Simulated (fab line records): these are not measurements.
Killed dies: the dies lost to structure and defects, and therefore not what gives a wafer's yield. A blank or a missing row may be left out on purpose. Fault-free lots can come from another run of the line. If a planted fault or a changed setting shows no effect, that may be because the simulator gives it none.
fab line records	flow nandHarc
record: lots: 24	wafers: 72	lastDay: 34
route steps=1302 shown A_CONTACT@1094 A_BLC@1125 A_M0@1147
lots untouched by any fault: they come from a run of this same line in which no faults occurred
startH: hours from the record's first day to the start of the lot's first wafer shown	waitH: hours from the lot's prior step to this one	" as in the row above	L1.1+2: a row that stands for several wafers	- value missing, or start not given	* or withheld: withheld	< > ~ a bound
route shown NAME@n: a module of which the file shows steps, and the number in the route of the first	usual: mean and standard deviation over wafers with no fault	same: alike in all rows	chamber/n: place in a boat	sites: each site's reading	_std_site: the standard deviation of these	_edge_site: mean of outer sites minus mean of inner sites	radiusMm: for every site, how far away it sits from the centre of the wafer	mask NAME#n: copy n	behind: the last tool/chamber to shape the wafer	hold: reason for holding the lot/hours on hold/outcome of the hold	device: the n, p or np transistor that did not switch	end of line: the route-end tests of the same wafers	a step with no rows: only its recipe	killed: dies lost to structure and defects at the first sort, not the wafer's yield	map: dies across one wafer; x = killed, . = not, _ = none there
set.NAME: the run value of the setting; set.NAME@STEP: its run value at that earlier step	model.NAME: the simulator's own value behind a step, which no gauge read
steps of the route over a sample of lots; a table a step, a row a wafer
services: a tool's chamber out of use, with start hour (startH, from the record's first day; less than 0 if before it), hours out, and reason
== steps ==
step: NHARC_A_CONTACT_CD_MEAS_15
usual: cdNm: 189.9/0.47
lot.wafer	tool	chamber	startH	waitH	cdNm
L074.2	cdSem-03	-	519.63	-	190.8
L074.4	"	-	"	"	190.2
L074.5	"	-	"	"	190.5
L077.2	cdSem-01	-	537.18	-	190.3
L077.4	"	-	"	"	190.3
L077.6	"	-	"	"	190.7
L076.1	cdSem-03	-	538.48	-	189.9
L076.2	"	-	"	"	190.1
L076.4	"	-	"	"	190.1
L075.2	cdSem-01	-	540.90	-	189.7
L075.3	"	-	"	"	188.9
L075.5	"	-	"	"	188.9
L078.2	cdSem-01	-	549.34	-	189.6
L078.3	"	-	"	"	189.6
L078.6	"	-	"	"	188.9
L080.3	cdSem-01	-	575.87	-	189.8
L080.4	"	-	"	"	189.3
L080.6	"	-	"	"	189.2
L079.2	cdSem-01	-	589.87	-	190.1
L079.4	"	-	"	"	189.9
L079.6	"	-	"	"	190.4
L082.2	cdSem-03	-	598.88	-	190.3
L082.5	"	-	"	"	189.9
L082.6	"	-	"	"	190.5
L081.1	cdSem-02	-	599.83	-	188.9
L081.5	"	-	"	"	189.7
L081.6	"	-	"	"	189.4
L083.1	cdSem-03	-	604.25	-	189.9
L083.4	"	-	"	"	190.5
L083.6	"	-	"	"	190.2
L085.2	cdSem-03	-	622.11	-	189.3
L085.3	"	-	"	"	189.7
L085.5	"	-	"	"	189.3
L084.4	cdSem-02	-	622.45	-	190.1
L084.5	"	-	"	"	189.8
L084.6	"	-	"	"	190.5
L086.2	cdSem-01	-	625.60	-	190.4
L086.3	"	-	"	"	189.9
L086.6	"	-	"	"	190.3
L087.3	cdSem-01	-	628.97	-	189.7
L087.5	"	-	"	"	189.5
L087.6	"	-	"	"	190.2
L088.3	cdSem-01	-	647.23	-	190.5
L088.4	"	-	"	"	189.8
L088.6	"	-	"	"	189.7
L090.1	cdSem-03	-	673.41	-	189.2
L090.2	"	-	"	"	189.5
L090.6	"	-	"	"	189.7
L089.2	cdSem-01	-	675.04	-	189.8
L089.3	"	-	"	"	190.8
L089.6	"	-	"	"	190.4
L092.1	cdSem-03	-	694.57	-	189.4
L092.2	"	-	"	"	189.9
L092.6	"	-	"	"	190.3
L091.2	cdSem-01	-	697.65	-	190.3
L091.3	"	-	"	"	189.7
L091.6	"	-	"	"	189.8
L093.2	cdSem-03	-	711.19	-	189.8
L093.3	"	-	"	"	189.8
L093.4	"	-	"	"	190.0
L095.1	cdSem-03	-	739.83	-	189.9
L095.2	"	-	"	"	189.4
L095.5	"	-	"	"	190.4
L097.2	cdSem-03	-	746.87	-	190.1
L097.5	"	-	"	"	189.9
L097.6	"	-	"	"	189.6
L094.1	cdSem-01	-	748.34	-	189.4
L094.2	"	-	"	"	189.4
L094.5	"	-	"	"	189.1
L096.1	cdSem-01	-	756.19	-	190.9
L096.3	"	-	"	"	190.3
L096.4	"	-	"	"	190.7
step: NHARC_A_BLC_STRIP_29
recipe: cf4FlowSccm: 150	arFlowSccm: 0	biasW: 0	chemistry: CF4
usual: drypumpMotorCurrentA: 5.7/0.41	oesProductAu: 1.000/0.0092	rfVppV: 59.6/0.85	showerheadPlenumPTorr: 1.82/0.06	throttleValvePct: 13.284/0.0098
lot.wafer	tool	chamber	startH	waitH	drypumpMotorCurrentA	oesProductAu	rfHoursCounterH	rfVppV	showerheadPlenumPTorr	throttleValvePct
L074.2	rieDiel-10	2	523.87	0.1	5.7	0.991	8	59.8	1.83	13.290
L074.5	"	0	"	"	6.5	1.000	-	60.1	1.73	13.276
L074.4	"	2	"	"	5.6	1.000	-	59.4	1.83	13.255
L077.2	rieDiel-10	3	543.43	0.1	5.4	1.015	10	60.0	1.85	13.279
L077.4	"	0	"	"	6.5	1.004	10	58.0	1.73	13.274
L077.6	"	2	"	"	5.6	0.997	-	59.3	1.83	13.290
L076.1	rieDiel-07	2	543.46	0.1	5.0	1.002	4	61.0	1.88	13.299
L076.4	"	0	"	"	6.0	1.007	4	59.1	1.80	13.291
L076.2	"	1	"	"	5.7	0.995	4	59.7	1.83	13.275
L075.2	rieDiel-07	2	545.09	0.1	5.0	1.008	5	59.1	1.88	13.268
L075.3	"	3	"	"	6.2	0.987	5	59.3	1.85	13.274
L075.5	"	0	"	"	6.0	1.003	-	59.2	1.80	13.288
L078.3	rieDiel-10	3	554.51	0.1	5.4	1.015	11	60.7	1.85	13.297
L078.2	"	0	"	"	6.5	1.009	12	60.2	1.73	13.298
L078.6	"	3	"	"	5.4	1.011	-	60.1	1.85	13.275
L080.3	rieDiel-10	2	580.14	0.1	5.6	0.990	13	60.2	1.83	13.288
L080.4	"	3	"	"	5.4	1.008	13	59.4	1.85	13.296
L080.6	"	2	"	"	5.6	0.990	-	60.0	1.83	13.292
L079.4	rieDiel-10	3	594.10	0.1	5.4	1.019	13	59.9	1.85	13.270
L079.2	"	1	"	"	5.9	0.991	12	58.1	1.65	13.294
L079.6	"	2	"	"	5.6	1.011	-	59.2	1.83	13.288
L082.2	rieDiel-07	2	603.64	0.1	5.0	0.994	7	59.3	1.88	13.287
L082.5	"	0	"	"	6.0	1.000	-	58.2	1.80	13.289
L082.6	"	1	"	"	5.7	0.997	-	60.1	1.83	13.292
L081.1	rieDiel-07	1	604.06	0.1	5.7	1.005	9	60.1	1.83	13.280
L081.5	"	2	"	"	5.1	0.997	-	60.6	1.88	13.286
L081.6	"	1	"	"	5.7	1.003	-	59.5	1.83	13.294
L083.1	rieDiel-07	3	608.60	0.1	6.2	0.991	11	61.0	1.85	13.297
L083.4	"	0	"	"	5.9	1.000	10	58.8	1.80	13.283
L083.6	"	2	"	"	5.0	0.998	-	59.1	1.88	13.286
L085.2	rieDiel-07	1	626.77	0.1	5.7	0.996	11	59.6	1.83	13.290
L085.3	"	2	"	"	5.0	0.998	9	59.8	1.88	13.278
L085.5	"	0	"	"	6.0	0.999	-	60.1	1.80	13.263
L084.5	rieDiel-10	3	626.89	0.1	5.4	0.987	-	59.5	1.85	13.295
L084.4	"	1	"	"	5.9	0.987	-	58.6	1.65	13.285
L084.6	"	2	"	"	5.7	1.003	-	60.1	1.82	13.288
L086.2	rieDiel-07	0	629.77	0.1	6.0	0.997	11	58.0	1.80	13.298
L086.3	"	3	"	"	6.2	0.990	12	59.1	1.85	13.290
L086.6	"	0	"	"	5.9	1.001	-	60.5	1.80	13.264
L087.3	rieDiel-10	1	633.72	0.1	5.9	0.987	3	58.6	1.65	13.281
L087.5	"	2	"	"	5.6	1.000	-	60.1	1.82	13.291
L087.6	"	3	"	"	5.4	0.986	-	59.3	1.85	13.270
L088.3	rieDiel-13	0	651.33	0.1	6.1	1.008	37	59.6	1.74	13.284
L088.4	"	1	"	"	5.1	0.999	35	60.1	1.87	13.265
L088.6	"	0	"	"	6.1	1.015	-	58.6	1.74	13.278
L090.2	rieDiel-07	2	677.57	0.1	5.0	1.005	1	59.7	1.88	13.280
L090.1	"	0	"	"	6.0	0.998	1	61.1	1.80	13.288
L090.6	"	0	"	"	6.0	0.987	-	60.5	1.80	13.282
L089.2	rieDiel-07	0	679.72	0.1	6.0	0.993	1	59.6	1.80	13.280
L089.3	"	1	"	"	5.7	1.012	1	60.0	1.83	13.288
L089.6	"	0	"	"	6.0	0.987	-	58.9	1.80	13.275
L092.1	rieDiel-13	0	698.89	0.1	6.1	1.010	55	59.7	1.74	13.283
L092.2	"	2	"	"	5.6	1.000	56	60.6	1.79	13.288
L092.6	"	0	"	"	6.1	0.996	-	59.4	1.74	13.283
L091.3	rieDiel-10	1	701.91	0.1	5.9	0.992	8	59.5	1.65	13.275
L091.2	"	2	"	"	5.6	1.007	8	58.7	1.82	13.281
L091.6	"	1	"	"	5.9	0.991	-	57.6	1.65	13.290
L093.2	rieDiel-07	3	716.00	0.1	6.2	0.992	3	59.4	1.85	13.280
L093.4	"	0	"	"	6.0	0.984	2	58.4	1.80	13.287
L093.3	"	1	"	"	5.7	1.004	4	61.1	1.83	13.290
L095.1	rieDiel-07	2	744.01	0.1	5.0	1.022	5	59.8	1.88	13.277
L095.2	"	0	"	"	6.0	0.988	4	58.8	1.80	13.277
L095.5	"	2	"	"	5.0	1.020	-	58.5	1.88	13.291
L097.2	rieDiel-07	2	751.15	0.1	5.0	1.007	5	60.5	1.88	13.297
L097.6	"	0	"	"	5.9	0.986	-	58.6	1.80	13.289
L097.5	"	1	"	"	5.7	0.993	-	58.7	1.83	13.290
L094.1	rieDiel-13	2	752.53	0.1	5.6	1.008	12	60.0	1.79	13.283
L094.2	"	0	"	"	6.1	1.012	13	59.4	1.73	13.277
L094.5	"	2	"	"	5.6	1.001	-	59.4	1.79	13.280
L096.4	rieDiel-07	1	760.45	0.1	5.7	1.016	6	58.9	1.83	13.297
L096.1	"	2	"	"	5.0	1.021	6	60.8	1.88	13.289
L096.3	"	3	"	"	6.2	1.006	6	59.0	1.85	13.256
step: NHARC_A_BLC_ALD_23
recipe: targetThkA: 30	pulseTimeS: 1	aldCycles: 150	tempC: 450	material: TiN
usual: heaterPowerW: 1097/86	precursorPulseHeightRel: 1.003/0.022
lot.wafer	tool	chamber	startH	waitH	heaterPowerW	precursorPulseHeightRel
L074.2	aldMetal-01	0	524.68	-	1173	0.997
L074.4	"	1	"	"	1057	1.017
L074.5	"	1	"	"	1059	0.973
L077.2	aldMetal-01	1	544.19	-	1058	1.005
L077.4	"	3	"	"	942	0.986
L077.6	"	2	"	"	1058	0.996
L076.1	aldMetal-03	1	544.23	-	1204	1.014
L076.4	"	2	"	"	1069	1.023
L076.2	"	3	"	"	1171	1.012
L075.2	aldMetal-02	0	545.84	-	1022	0.988
L075.3	"	3	"	"	1028	1.019
L075.5	"	0	"	"	1031	1.042
L078.3	aldMetal-03	1	555.27	-	1237	1.012
L078.2	"	3	"	"	1164	0.996
L078.6	"	2	"	"	1094	1.017
L080.3	aldMetal-03	1	580.92	-	1162	1.017
L080.4	"	1	"	"	1118	0.997
L080.6	"	2	"	"	1075	1.027
L079.4	aldMetal-01	2	594.87	-	1063	0.988
L079.2	"	3	"	"	960	0.968
L079.6	"	3	"	"	939	1.003
L082.2	aldMetal-01	1	604.44	-	1066	1.014
L082.5	"	0	"	"	1173	0.998
L082.6	"	1	"	"	1067	0.997
L081.1	aldMetal-03	2	605.11	-	1079	0.999
L081.6	"	1	"	"	1126	0.971
L081.5	"	2	"	"	1059	0.999
L083.1	aldMetal-02	3	609.37	-	1046	0.987
L083.4	"	0	"	"	1007	0.948
L083.6	"	2	"	"	1275	0.985
L085.3	aldMetal-01	3	627.52	-	954	1.012
L085.2	"	1	"	"	1088	1.021
L085.5	"	1	"	"	1061	0.998
L084.4	aldMetal-03	2	627.71	-	1078	1.027
L084.6	"	0	"	"	1084	1.035
L084.5	"	1	"	"	1118	1.003
L086.2	aldMetal-02	3	630.55	-	1012	0.980
L086.3	"	1	"	"	1124	0.970
L086.6	"	2	"	"	1244	0.979
L087.3	aldMetal-01	0	634.48	-	1187	1.011
L087.6	"	3	"	"	910	0.975
L087.5	"	1	"	"	1096	0.939
L088.3	aldMetal-03	0	652.13	-	1080	0.962
L088.4	"	3	"	"	1134	0.993
L088.6	"	0	"	"	1068	1.034
L090.1	aldMetal-02	3	678.40	-	1034	1.026
L090.2	"	1	"	"	1163	0.971
L090.6	"	3	"	"	1033	1.007
L089.3	aldMetal-01	2	680.52	-	1085	1.001
L089.2	"	1	"	"	1083	1.036
L089.6	"	2	"	"	1063	1.022
L092.2	aldMetal-01	3	699.68	-	928	0.997
L092.1	"	0	"	"	1198	0.984
L092.6	"	2	"	"	1059	0.983
L091.3	aldMetal-01	1	702.74	-	1102	0.988
L091.2	"	2	"	"	1093	1.019
L091.6	"	0	"	"	1202	1.023
L093.3	aldMetal-03	1	716.80	-	1119	1.032
L093.2	"	3	"	"	1131	0.999
L093.4	"	0	"	"	1087	0.984
L095.2	aldMetal-01	2	744.77	-	1069	0.990
L095.1	"	0	"	"	1131	1.011
L095.5	"	2	"	"	1125	0.970
L097.2	aldMetal-01	3	751.96	-	884	0.994
L097.5	"	0	"	"	1133	1.010
L097.6	"	1	"	"	1003	1.007
L094.2	aldMetal-02	3	753.29	-	1036	1.022
L094.1	"	2	"	"	1248	1.008
L094.5	"	3	"	"	1031	0.998
L096.4	aldMetal-02	1	761.21	-	1170	1.031
L096.3	"	2	"	"	1245	1.022
L096.1	"	3	"	"	1048	1.007
step: NHARC_A_M0_CD_MEAS_09
recipe: targetCdNm: 80	landingEnergyEv: 500
usual: cdNm: 80.0/0.62
lot.wafer	tool	chamber	startH	waitH	cdNm
L074.2	cdSem-02	0	526.73	-	80.5
L074.4	"	0	"	"	80.0
L074.5	"	0	"	"	79.5
L077.2	cdSem-01	0	546.21	-	81.4
L077.4	"	0	"	"	80.1
L077.6	"	0	"	"	80.7
L076.1	cdSem-02	0	546.36	-	80.2
L076.2	"	0	"	"	79.7
L076.4	"	0	"	"	78.6
L075.2	cdSem-02	0	547.87	-	79.3
L075.3	"	0	"	"	79.7
L075.5	"	0	"	"	79.4
L078.2	cdSem-01	0	557.29	-	80.4
L078.3	"	0	"	"	80.4
L078.6	"	0	"	"	79.5
L080.3	cdSem-01	0	583.44	-	79.4
L080.4	"	0	"	"	78.6
L080.6	"	0	"	"	79.5
L079.2	cdSem-03	0	597.17	-	80.6
L079.4	"	0	"	"	80.1
L079.6	"	0	"	"	80.4
L082.2	cdSem-03	0	606.33	-	79.4
L082.5	"	0	"	"	80.7
L082.6	"	0	"	"	79.5
L081.1	cdSem-03	0	607.28	-	80.6
L081.5	"	0	"	"	80.9
L081.6	"	0	"	"	80.4
L083.1	cdSem-01	0	611.27	-	80.8
L083.4	"	0	"	"	79.5
L083.6	"	0	"	"	79.8
L085.2	cdSem-02	0	629.60	-	80.6
L085.3	"	0	"	"	79.6
L085.5	"	0	"	"	80.8
L084.4	cdSem-02	0	629.75	-	80.5
L084.5	"	0	"	"	79.8
L084.6	"	0	"	"	80.1
L086.2	cdSem-02	0	632.57	-	81.2
L086.3	"	0	"	"	80.5
L086.6	"	0	"	"	81.1
L087.3	cdSem-02	0	636.52	-	79.9
L087.5	"	0	"	"	79.6
L087.6	"	0	"	"	79.9
L088.3	cdSem-02	0	654.17	-	79.5
L088.4	"	0	"	"	80.0
L088.6	"	0	"	"	81.3
L090.1	cdSem-01	0	680.33	-	79.8
L090.2	"	0	"	"	79.4
L090.6	"	0	"	"	79.7
L089.2	cdSem-03	0	682.57	-	80.1
L089.3	"	0	"	"	80.6
L089.6	"	0	"	"	79.2
L092.1	cdSem-03	0	701.70	-	79.6
L092.2	"	0	"	"	80.2
L092.6	"	0	"	"	79.5
L091.2	cdSem-03	0	704.76	-	80.9
L091.3	"	0	"	"	80.2
L091.6	"	0	"	"	80.8
L093.2	cdSem-01	0	718.72	-	80.3
L093.3	"	0	"	"	79.9
L093.4	"	0	"	"	80.1
L095.1	cdSem-03	0	746.67	-	81.2
L095.2	"	0	"	"	79.8
L095.5	"	0	"	"	81.4
L097.2	cdSem-01	0	753.81	-	79.5
L097.5	"	0	"	"	78.8
L097.6	"	0	"	"	79.5
L094.1	cdSem-01	0	755.32	-	79.3
L094.2	"	0	"	"	79.4
L094.5	"	0	"	"	79.6
L096.1	cdSem-02	0	763.24	-	80.4
L096.3	"	0	"	"	80.2
L096.4	"	0	"	"	80.5
step: NHARC_A_M0_CD_MEAS_16
usual: cdNm: 79.8/0.74
lot.wafer	tool	chamber	startH	waitH	cdNm
L074.2	cdSem-02	-	527.25	-	80.6
L074.4	"	-	"	"	79.9
L074.5	"	-	"	"	79.1
L077.2	cdSem-02	-	546.70	-	80.5
L077.4	"	-	"	"	80.0
L077.6	"	-	"	"	80.2
L076.1	cdSem-01	-	546.85	-	80.7
L076.2	"	-	"	"	79.9
L076.4	"	-	"	"	79.0
L075.2	cdSem-03	-	548.35	-	79.3
L075.3	"	-	"	"	79.9
L075.5	"	-	"	"	79.4
L078.2	cdSem-03	-	557.79	-	79.5
L078.3	"	-	"	"	80.4
L078.6	"	-	"	"	79.1
L080.3	cdSem-02	-	583.92	-	79.9
L080.4	"	-	"	"	77.6
L080.6	"	-	"	"	79.0
L079.2	cdSem-02	-	597.65	-	80.7
L079.4	"	-	"	"	79.9
L079.6	"	-	"	"	80.9
L082.2	cdSem-03	-	606.81	-	79.1
L082.5	"	-	"	"	80.7
L082.6	"	-	"	"	80.1
L081.1	cdSem-01	-	607.77	-	81.2
L081.5	"	-	"	"	80.4
L081.6	"	-	"	"	80.1
L083.1	cdSem-02	-	611.75	-	80.2
L083.4	"	-	"	"	79.0
L083.6	"	-	"	"	79.6
L085.2	cdSem-03	-	630.08	-	80.4
L085.3	"	-	"	"	78.8
L085.5	"	-	"	"	80.1
L084.4	cdSem-01	-	630.24	-	80.5
L084.5	"	-	"	"	80.2
L084.6	"	-	"	"	79.6
L086.2	cdSem-03	-	633.06	-	81.7
L086.3	"	-	"	"	80.8
L086.6	"	-	"	"	81.0
L087.3	cdSem-02	-	637.02	-	80.2
L087.5	"	-	"	"	79.6
L087.6	"	-	"	"	79.5
L088.3	cdSem-01	-	654.65	-	79.6
L088.4	"	-	"	"	79.9
L088.6	"	-	"	"	80.3
L090.1	cdSem-02	-	680.81	-	80.4
L090.2	"	-	"	"	79.1
L090.6	"	-	"	"	80.3
L089.2	cdSem-01	-	683.05	-	80.2
L089.3	"	-	"	"	79.9
L089.6	"	-	"	"	79.1
L092.1	cdSem-01	-	702.18	-	78.8
L092.2	"	-	"	"	79.1
L092.6	"	-	"	"	78.5
L091.2	cdSem-03	-	705.26	-	80.2
L091.3	"	-	"	"	79.3
L091.6	"	-	"	"	80.9
L093.2	cdSem-01	-	719.21	-	80.2
L093.3	"	-	"	"	79.3
L093.4	"	-	"	"	78.8
L095.1	cdSem-03	-	747.16	-	80.5
L095.2	"	-	"	"	80.0
L095.5	"	-	"	"	81.0
L097.2	cdSem-01	-	754.30	-	78.7
L097.5	"	-	"	"	78.7
L097.6	"	-	"	"	79.7
L094.1	cdSem-01	-	755.81	-	79.0
L094.2	"	-	"	"	80.0
L094.5	"	-	"	"	80.1
L096.1	cdSem-03	-	763.73	-	80.2
L096.3	"	-	"	"	80.0
L096.4	"	-	"	"	80.9
step: NHARC_A_M0_PRE_CLEAN_29
recipe: timeS: 30	tempC: 280	gas: H2/He
usual: heaterPowerW: 411/53
lot.wafer	tool	chamber	startH	waitH	heaterPowerW
L074.2	pvdSputter-01	-	-	-	483
L074.4	"	-	"	"	358
L074.5	"	-	"	"	479
L077.4	pvdSputter-02	-	-	-	386
L077.2	"	-	"	"	360
L077.6	"	-	"	"	387
L076.2	pvdSputter-01	-	-	-	482
L076.4	"	-	"	"	359
L076.1	"	-	"	"	488
L075.2	pvdSputter-03	-	-	-	375
L075.3	"	-	"	"	489
L075.5	"	-	"	"	368
L078.3	pvdSputter-01	-	-	-	486
L078.2	"	-	"	"	367
L078.6	"	-	"	"	483
L080.3	pvdSputter-03	-	-	-	484
L080.4	"	-	"	"	367
L080.6	"	-	"	"	505
L079.4	pvdSputter-02	-	-	-	415
L079.2	"	-	"	"	365
L079.6	"	-	"	"	392
L082.2	pvdSputter-02	-	-	-	401
L082.5	"	-	"	"	368
L082.6	"	-	"	"	386
L081.1	pvdSputter-02	-	-	-	390
L081.6	"	-	"	"	406
L081.5	"	-	"	"	362
L083.4	pvdSputter-02	-	-	-	382
L083.1	"	-	"	"	419
L083.6	"	-	"	"	349
L085.2	pvdSputter-01	-	-	-	542
L085.3	"	-	"	"	472
L085.5	"	-	"	"	373
L084.4	pvdSputter-03	-	-	-	434
L084.6	"	-	"	"	497
L084.5	"	-	"	"	418
L086.3	pvdSputter-02	-	-	-	370
L086.2	"	-	"	"	393
L086.6	"	-	"	"	415
L087.3	pvdSputter-01	-	-	-	371
L087.5	"	-	"	"	535
L087.6	"	-	"	"	476
L088.4	pvdSputter-03	-	-	-	500
L088.3	"	-	"	"	440
L088.6	"	-	"	"	364
L090.1	pvdSputter-01	-	-	-	378
L090.2	"	-	"	"	355
L090.6	"	-	"	"	367
L089.2	pvdSputter-02	-	-	-	390
L089.3	"	-	"	"	393
L089.6	"	-	"	"	427
L092.2	pvdSputter-02	-	-	-	394
L092.1	"	-	"	"	372
L092.6	"	-	"	"	396
L091.3	pvdSputter-01	-	-	-	374
L091.2	"	-	"	"	356
L091.6	"	-	"	"	364
L093.3	pvdSputter-02	-	-	-	397
L093.2	"	-	"	"	383
L093.4	"	-	"	"	429
L095.1	pvdSputter-01	-	-	-	467
L095.2	"	-	"	"	372
L095.5	"	-	"	"	361
L097.2	pvdSputter-02	-	-	-	438
L097.6	"	-	"	"	380
L097.5	"	-	"	"	443
L094.1	pvdSputter-01	-	-	-	375
L094.2	"	-	"	"	474
L094.5	"	-	"	"	371
L096.3	pvdSputter-02	-	-	-	433
L096.4	"	-	"	"	379
L096.1	"	-	"	"	378
== services ==
tool	chamber	startH	hours	kind
rieDiel-10	1	516.68	8.8	repair
aldMetal-01	-	526.00	10.0	pm
rieDiel-07	0	531.06	11.1	repair
pvdSputter-01	-	548.25	1.6	repair
rieDiel-07	2	549.34	30.2	repair
pvdSputter-01	-	582.05	10.0	pm
rieDiel-10	-	592.51	0.8	repair
rieDiel-07	3	601.73	5.8	repair
pvdSputter-01	-	607.20	8.5	repair
rieDiel-10	0	618.59	9.7	repair
pvdSputter-02	-	620.71	2.6	repair
aldMetal-01	2	623.22	16.5	repair
pvdSputter-02	-	628.47	4.1	repair
aldMetal-01	-	628.90	1.7	repair
pvdSputter-02	-	638.03	10.0	pm
rieDiel-10	3	638.93	8.3	repair
rieDiel-07	-	648.22	9.0	pm
rieDiel-07	3	675.86	4.0	repair
rieDiel-07	0	687.63	14.5	repair
rieDiel-07	1	692.77	5.0	repair
aldMetal-01	-	704.00	10.0	pm
rieDiel-07	2	709.38	3.7	repair
pvdSputter-01	-	743.73	3.5	repair
pvdSputter-01	-	760.05	10.0	pm
== key ==
fault none
